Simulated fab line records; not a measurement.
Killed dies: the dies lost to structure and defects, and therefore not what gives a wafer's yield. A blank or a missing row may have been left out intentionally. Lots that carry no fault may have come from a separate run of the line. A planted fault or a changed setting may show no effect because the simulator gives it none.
A lot that was struck, set against a sound lot / flow n5_finfet / 24 steps out of a route of 1938
Sound: these wafers, L232.2, L232.4, L232.6. Wafers L244.1, L244.3, L244.6 were the ones struck. At the end, the cause is stated.
Each step with rows lists, per side, the tool, then ch with its chambers, then its first start. Under that, the readings that differ: sound wafers / struck wafers / difference of the means / sigmas: that difference in standard deviations of wafers without a fault.
alike: words and numbers the same on both sides, and readings whose means are apart by under 2 such deviations; not compared: readings that were withheld, readings missing a value for some wafer, numbers with overlapping values and no deviation given by the record, and bounds like >300 which may hide the same value.
A row with sigmas, a row that says differs or no value, or rows on one side alone: a step with any of these is where the two part. Numbers that have no deviation but don't overlap get no sigmas and don't part them. A reading missing from all wafers of one side parts the sides only when that side holds two or more wafers.

first, 11 steps without rows for these wafers: N5_BEOL_M15_VIA_ETCH_16 (etches SiO2 in C4F8/O2/Ar, target depth 1792.2 nm); N5_BEOL_M15_STRIP_63 (strips in O2); N5_BEOL_M15_STRIP_64 (strips in O2); N5_BEOL_M15_STRIP_65 (strips in post etch residue remover, time 60 s); N5_BEOL_M15_SRD_66 (time 30 s, dry time 30 s); N5_BEOL_M15_COAT_56 (time 60 s, resist thk 550 nm); N5_BEOL_M15_ETCH_57 (etches SOC in N2/H2, time 750 s); N5_BEOL_M15_COAT_60 (time 60 s, resist thk 89 nm); N5_BEOL_M15_COAT_22 (resist thk 800 nm); N5_BEOL_M15_EBR_24; N5_BEOL_M15_SOFTBAKE_23 (time 60 s).
N5_BEOL_M15_EXPOSE_25: exposes mask M15, target cd 400 nm.
  sound on krf_scanner-02 ch 0, day 13 12:00; struck on krf_scanner-02 ch 0, day 16 12:40
reading=exposure_dose_mJ_cm2; sound=35.49 35.46 35.40; struck=34.47 34.48 34.49; difference=-0.97; sigmas=-26
  alike: mask
then, 3 steps without rows for these wafers: N5_BEOL_M15_PEB_26 (peb time 90 s); N5_BEOL_M15_DEVELOP_27 (develop time 45 s); N5_BEOL_M15_HARDBAKE_32 (time 120 s).
N5_BEOL_M15_DESCUM_33: chemistry O2, time 7.9 s.
  sound on rie_diel-06 ch 0,2, day 13 12:15; struck on rie_diel-06 ch 0,1, day 16 13:12
reading=model.BEOL_M15.cd_nm (nm); sound=410 409.6 410.2; struck=403.8 403.4 405; difference=-5.9; sigmas=
  alike: drypump_motor_current_A, oes_product_au, rf_vpp_V, showerhead_plenum_p_Torr, throttle_valve_pct
  not compared: rf_hours_counter_h
then, 5 steps without rows for these wafers: N5_BEOL_M15_ETCH_61 (etches BARC in N2/H2, target depth 89 nm, overetch 26.7 nm, time 67.9 s); N5_BEOL_M15_TRENCH_ETCH_34 (etches SiO2 in C4F8/O2/Ar, target depth 872.93 nm, time 199 s); N5_BEOL_M15_STRIP_36 (strips in O2); N5_BEOL_M15_STRIP_62 (strips in O2); N5_BEOL_M15_STRIP_37 (strips in O2).
N5_BEOL_M15_ETCH_38: etches SiCN in CF4/N2, target depth 106.4 nm, time 120.5 s.
  sound: rie_diel-02 ch 2,3; struck: rie_diel-06 ch 0,2,3
reading=model.BEOL_M15.cd_nm (nm); sound=403 402 403.4; struck=396.4 393.6 396; difference=-7.5; sigmas=
  alike: drypump_motor_current_A, oes_product_au, rf_vpp_V, showerhead_plenum_p_Torr, throttle_valve_pct
  not compared: rf_hours_counter_h
then, 1 step without rows for these wafers: N5_BEOL_M15_PRECLEAN_39 (cleans in residue remover, time 60 s).
N5_PASSIVATION_PROBE_49:
  sound on prober-01, day 14 14:31; struck on prober-01, day 17 10:17
  alike: defect_limited_yield, killed_at_M0_to_M3, killed_at_M4_up, killed_at_contacts, killed_at_front_end, killed_at_other, killed_dies, killed_on_rim, killed_open, killed_short, sort_bin_5_function, sort_bin_6_memory, sort_n_pass, sort_yield_pct

WHERE THEY PART
N5_BEOL_M15_EXPOSE_25 only, going by this record. Later steps at which nothing parts them and some readings are alike: N5_BEOL_M15_DESCUM_33, N5_BEOL_M15_ETCH_38, N5_PASSIVATION_PROBE_49.

WHY: whatever the simulator had introduced
Process parameter drift: krf_scanner-02, from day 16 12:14 on, at N5_BEOL_M15_EXPOSE_25. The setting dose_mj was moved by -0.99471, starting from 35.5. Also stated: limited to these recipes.
